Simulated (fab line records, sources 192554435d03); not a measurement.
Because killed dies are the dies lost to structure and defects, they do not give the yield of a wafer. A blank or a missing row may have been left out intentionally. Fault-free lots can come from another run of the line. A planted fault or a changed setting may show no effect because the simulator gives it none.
What tool caused it? | flow n5 finfet | 9 lots with 27 wafers sampled at 6 steps, on a route of 1938 steps

## WHAT THE GAUGES READ, wafer by wafer
N5_BEOL_M11_INSPECT_58: inspects for defects (darkfield). Usual: raw defect count at 70, with a standard deviation of 27.
lot  | measured     | on                | raw defect count | flag
L276 | day 13 14:34 | defect inspect-01 | 133 113 95       |
L281 | day 15 06:29 | defect inspect-01 | 113 179 361      | OFF
L288 | day 16 06:18 | defect inspect-02 | 74 47 51         |
L291 | day 16 21:42 | defect inspect-01 | 45 34 45         |
L295 | day 18 09:53 | defect inspect-01 | 84 75 41         |
L294 | day 18 18:41 | defect inspect-02 | 84 110 51        |
L299 | day 19 04:30 | defect inspect-01 | 40 39 48         |
L298 | day 19 05:47 | defect inspect-01 | 68 39 58         |
L297 | day 20 14:31 | defect inspect-01 | 111 100 77       |

N5_BEOL_M12_INSPECT_12: inspects for defects (macro). Usual: raw defect count at 2.1, with a standard deviation of 1.3.
lot  | measured     | on                | raw defect count | flag
L276 | day 13 15:05 | defect inspect-02 | 2 1 2            |
L281 | day 15 07:02 | defect inspect-01 | 1 0 275          | OFF
L288 | day 16 06:57 | defect inspect-02 | 4 1 3            |
L291 | day 16 22:21 | defect inspect-02 | 3 1 2            |
L295 | day 18 10:32 | defect inspect-02 | 3 2 0            |
L294 | day 18 19:20 | defect inspect-02 | 2 1 2            |
L299 | day 19 05:01 | defect inspect-01 | 0 5 0            |
L298 | day 19 06:19 | defect inspect-01 | 3 1 3            |
L297 | day 20 15:03 | defect inspect-01 | 3 0 4            |

## EACH LOT AND THE TOOL THAT RAN IT (in order: tool; ch and the chambers of the sampled wafers; start)
lot  | N5_BEOL_M11_ETCH_65                | N5_BEOL_M11_STRIP_77                          | N5_BEOL_M11_DEGAS_44         | N5_BEOL_M11_CMP_52
L276 | rie diel-06 ch 1,3, day 13 10:32   | rie diel-06 ch 1,3, day 13 11:52 or earlier   | pvd sputter-03, day 13 11:52 | cmp-04 ch 0,1,2, day 13 14:07
L281 | rie diel-02 ch 0,1,3, day 15 00:52 | rie diel-02 ch 0,1,3, day 15 02:25 or earlier | pvd sputter-03, day 15 02:25 | cmp-03 ch 1,2,3, day 15 06:02
L288 | rie diel-03 ch 0,2, day 16 03:01   | rie diel-03 ch 0,2, day 16 04:10 or earlier   | pvd sputter-01, day 16 04:10 | cmp-02 ch 0,1, day 16 05:52
L291 | rie diel-06 ch 0,1, day 16 18:14   | rie diel-06 ch 0,1, day 16 19:18 or earlier   | pvd sputter-02, day 16 19:18 | cmp-02 ch 0,2,3, day 16 21:16
L295 | rie diel-02 ch 0,1,3, day 18 06:35 | rie diel-02 ch 0,1,3, day 18 07:55 or earlier | pvd sputter-03, day 18 07:55 | cmp-04 ch 0,1,3, day 18 09:29
L294 | rie diel-03 ch 0,2,3, day 18 14:24 | rie diel-03 ch 0,2,3, day 18 17:01 or earlier | pvd sputter-01, day 18 17:01 | cmp-03 ch 0,1,3, day 18 18:15
L299 | rie diel-02 ch 0,2,3, day 19 00:07 | rie diel-02 ch 0,2,3, day 19 01:19 or earlier | pvd sputter-01, day 19 01:19 | cmp-03 ch 0,1,3, day 19 04:03
L298 | rie diel-06 ch 0,1,3, day 19 00:53 | rie diel-06 ch 0,1,3, day 19 03:37 or earlier | pvd sputter-03, day 19 03:37 | cmp-02 ch 0,1,2, day 19 05:20
L297 | rie diel-03 ch 0,1,2, day 20 10:04 | rie diel-03 ch 0,1,2, day 20 11:41 or earlier | pvd sputter-02, day 20 11:41 | cmp-03 ch 0,1, day 20 14:04
- N5_BEOL_M11_ETCH_65: etches SiARC in CF4, target depth 39 nm, time 65 s.
- N5_BEOL_M11_STRIP_77: strips in N2/H2, time 10 s.
- N5_BEOL_M11_DEGAS_44: time 60 s.
- N5_BEOL_M11_CMP_52: polishes, stops on SiCOH lowk, t overpolish 7 s, target thk 140 nm.

## WHAT THE TOOLS THEMSELVES READ (means of the sampled wafers that have a number; where no wafer has one, the mark that the record gives instead)
N5_BEOL_M11_ETCH_65. Usual: drypump motor current A 5.7 A, standard deviation 0.38; etch rf on time s 63.3 s, standard deviation 1.8; oes product au 0.70 a.u., standard deviation 0.071; rf vpp V 184.2 V, standard deviation 1.2; showerhead plenum p Torr 2.14 Torr, standard deviation 0.068; throttle valve pct 15.48 %, standard deviation 0.16.
lot  | tool        | drypump motor current A (A) | etch rf on time s (s) | oes product au (a.u.) | rf vpp V (V) | showerhead plenum p Torr (Torr) | throttle valve pct (%) | flag
L276 | rie diel-06 | 5.5                         | 62.5                  | 0.83                  | 183.8        | 2.14                            | 15.27                  |
L281 | rie diel-02 | 5.7                         | 64.9                  | 0.67                  | 184.8        | 2.12                            | 15.56                  |
L288 | rie diel-03 | 6.2                         | 60.9                  | 0.68                  | 184.5        | 2.15                            | 15.36                  |
L291 | rie diel-06 | 6.0                         | 62.6                  | 0.70                  | 184.3        | 2.14                            | 15.37                  |
L295 | rie diel-02 | 5.7                         | 64.7                  | 0.65                  | 184.2        | 2.11                            | 15.60                  |
L294 | rie diel-03 | 5.9                         | 61.9                  | 0.68                  | 185.0        | 2.20                            | 15.49                  |
L299 | rie diel-02 | 5.8                         | 64.7                  | 0.64                  | 183.6        | 2.07                            | 15.66                  |
L298 | rie diel-06 | 5.7                         | 63.6                  | 0.70                  | 183.9        | 2.12                            | 15.44                  |
L297 | rie diel-03 | 6.1                         | 61.5                  | 0.69                  | 184.2        | 2.16                            | 15.52                  |

N5_BEOL_M11_STRIP_77. Usual: drypump motor current A 5.7 A, standard deviation 0.38; n2 flow sccm 200.1 sccm, standard deviation 0.6; oes product au 0.82 a.u., standard deviation 0.084; rf vpp V 59.2 V, standard deviation 0.87; showerhead plenum p Torr 2.54 Torr, standard deviation 0.098; throttle valve pct 23.5 %, standard deviation 0.4.
lot  | tool        | drypump motor current A (A) | n2 flow sccm (sccm) | oes product au (a.u.) | rf vpp V (V) | showerhead plenum p Torr (Torr) | throttle valve pct (%) | flag
L276 | rie diel-06 | 5.5                         | 200.0               | 0.97                  | 59.5         | 2.54                            | 23.0                   |
L281 | rie diel-02 | 5.7                         | 200.2               | 0.79                  | 59.0         | 2.52                            | 23.8                   |
L288 | rie diel-03 | 6.2                         | 199.8               | 0.78                  | 59.8         | 2.58                            | 23.4                   |
L291 | rie diel-06 | 6.0                         | 199.7               | 0.82                  | 58.8         | 2.53                            | 23.0                   |
L295 | rie diel-02 | 5.7                         | 200.0               | 0.77                  | 58.3         | 2.51                            | 23.9                   |
L294 | rie diel-03 | 5.9                         | 200.4               | 0.78                  | 59.3         | 2.62                            | 23.7                   |
L299 | rie diel-02 | 5.8                         | 200.1               | 0.76                  | 58.9         | 2.46                            | 23.9                   |
L298 | rie diel-06 | 5.7                         | 200.2               | 0.82                  | 59.1         | 2.50                            | 23.0                   |
L297 | rie diel-03 | 6.1                         | 200.0               | 0.79                  | 58.1         | 2.58                            | 23.7                   |

N5_BEOL_M11_DEGAS_44. Usual: heater power w at 324 W, with a standard deviation of 26.
lot  | tool           | heater power w (W) | flag
L276 | pvd sputter-03 | 312                |
L281 | pvd sputter-03 | 310                |
L288 | pvd sputter-01 | 332                |
L291 | pvd sputter-02 | 364                |
L295 | pvd sputter-03 | 307                |
L294 | pvd sputter-01 | 337                |
L299 | pvd sputter-01 | 330                |
L298 | pvd sputter-03 | 314                |
L297 | pvd sputter-02 | 366                |

N5_BEOL_M11_CMP_52. Usual: barrier field endpoint s 29.4 s, standard deviation 1.1; edge zone pressure frac 1.000, standard deviation 0.0053; motor current A 6.1 A, standard deviation 0.45; overpolish run s 6.999 s, standard deviation 0.0088; platen rpm 50.00 rpm, standard deviation 0.03; time to endpoint s 68 s, standard deviation 5.7.
lot  | tool   | barrier field endpoint s (s) | edge zone pressure frac | motor current A (A) | overpolish run s (s) | platen rpm (rpm) | time to endpoint s (s) | flag
L276 | cmp-04 | 29.3                         | 0.999                   | 6.2                 | 7.003                | 50.00            | 64                     |
L281 | cmp-03 | 29.9                         | 0.996                   | 5.6                 | 7.006                | 49.99            | 70                     |
L288 | cmp-02 | 30.1                         | 1.004                   | 6.6                 | 6.998                | 50.00            | 69                     |
L291 | cmp-02 | 28.8                         | 1.001                   | 6.3                 | 6.995                | 50.01            | 64                     |
L295 | cmp-04 | 29.3                         | 1.005                   | 6.2                 | 7.000                | 49.98            | 70                     |
L294 | cmp-03 | 30.7                         | 1.001                   | 5.8                 | 6.996                | 50.01            | 72                     |
L299 | cmp-03 | 29.2                         | 1.000                   | 5.8                 | 7.003                | 50.00            | 72                     |
L298 | cmp-02 | 30.7                         | 1.003                   | 6.7                 | 6.998                | 50.01            | 72                     |
L297 | cmp-03 | 29.3                         | 0.997                   | 5.6                 | 7.003                | 49.99            | 71                     |

## THE ANSWER, worked out from the rows above alone
Rule: take the mean of a lot's wafers that have a number; if it is more than 3 standard deviations from the usual mean, the lot is off. Also off: a lot with no number at a reading for which 4 or more lots have one. The other lots that the step has rows for count as sound. The gauges are gone through in route order, then the tools' own readings, and for those a lot's mean is taken as printed above. The first step at which some lot is off is used, and at that step the reading that is off furthest; a lot without a number counts as furthest.
Off, at N5_BEOL_M11_INSPECT_58 on raw defect count: L281.
If a tool, at a process step before that reading, ran all the lots that are off and no sound lot after the first of them, it fits. Those tools and the gauges at N5_BEOL_M11_INSPECT_58 are tried in the same way. N5_BEOL_M11_STRIP_77 gives no start for some lots, so the hours and the order of its lots are those of N5_BEOL_M11_DEGAS_44. Of those tried, none fits.

## WHAT THE SIMULATOR PUT IN
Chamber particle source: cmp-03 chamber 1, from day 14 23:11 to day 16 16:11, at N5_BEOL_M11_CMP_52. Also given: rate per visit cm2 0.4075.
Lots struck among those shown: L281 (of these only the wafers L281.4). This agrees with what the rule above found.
